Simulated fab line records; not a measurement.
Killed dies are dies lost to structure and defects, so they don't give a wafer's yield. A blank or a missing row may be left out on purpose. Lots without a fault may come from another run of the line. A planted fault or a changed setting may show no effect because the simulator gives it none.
Chamber matching ; flow n5-finfet ; ald-metal-03 running N5_HKMG_FIN_ALD_36: 4 sister chambers
The step deposits TiN, target thk 1 nm, pulse time 1 s, purge time 3 s. 14 wafers are shown with their chamber, then 7 later ones without.

WAFERS, EACH WITH ITS CHAMBER
wafer;chamber;heater-power-w (W);precursor-pulse-height-rel
L881.1;2;815;1.052
L881.4;0;785;1.015
L881.6;3;857;1.041
L882.2;3;847;0.992
L882.4;0;804;1.009
L882.6;3;876;0.984
L883.2;1;889;0.985
L883.3;2;813;1.021
L883.5;1;860;1.001
L885.1;0;786;1.015
L885.2;3;825;0.963
L885.6;1;877;1.010
L887.2;2;819;1.027
L887.6;2;853;0.997

SIGNATURES (means of the wafers above)
reading;chamber 0;chamber 1;chamber 2;chamber 3;scatter within a chamber
heater-power-w;791.67;875.33;825.00;851.25;17.5
precursor-pulse-height-rel;1.01300;0.99867;1.02425;0.99500;0.0227
Rule: a wafer lies at a distance from a chamber equal to the root of the sum of squares, over the readings, of (its reading less the chamber's mean, divided by the reading's scatter). The wafer belongs to the nearest chamber; if the next one is less than 2 further off, it can't be placed. How the scatter is found: for the shown wafers, subtract from each reading the mean of its chamber, square and add these, divide the total by (wafers less chambers), then take the root.

WAFERS MISSING THEIR CHAMBER
wafer;heater-power-w (W);precursor-pulse-height-rel
L891.4;820;1.023
L900.1;824;0.953
L900.2;848;0.981
L900.5;784;0.982
L901.3;788;0.997
L901.4;818;0.944
L901.5;767;1.005

WHICH CHAMBER EACH ONE RAN IN
wafer;from the rows above;in truth
L891.4;can't be placed: 2 or 0 or 3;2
L900.1;can't be placed: 3 or 2 or 0 or 1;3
L900.2;can't be placed: 3 or 1 or 2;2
L900.5;can't be placed: 0 or 2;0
L901.3;can't be placed: 0 or 2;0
L901.4;can't be placed: 3 or 0 or 2 or 1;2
L901.5;can't be placed: 0 or 2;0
Placed correctly: 0 of 7. Not placeable from these rows: 7 (in 7, the candidates include the true chamber). Placed wrongly: 0.
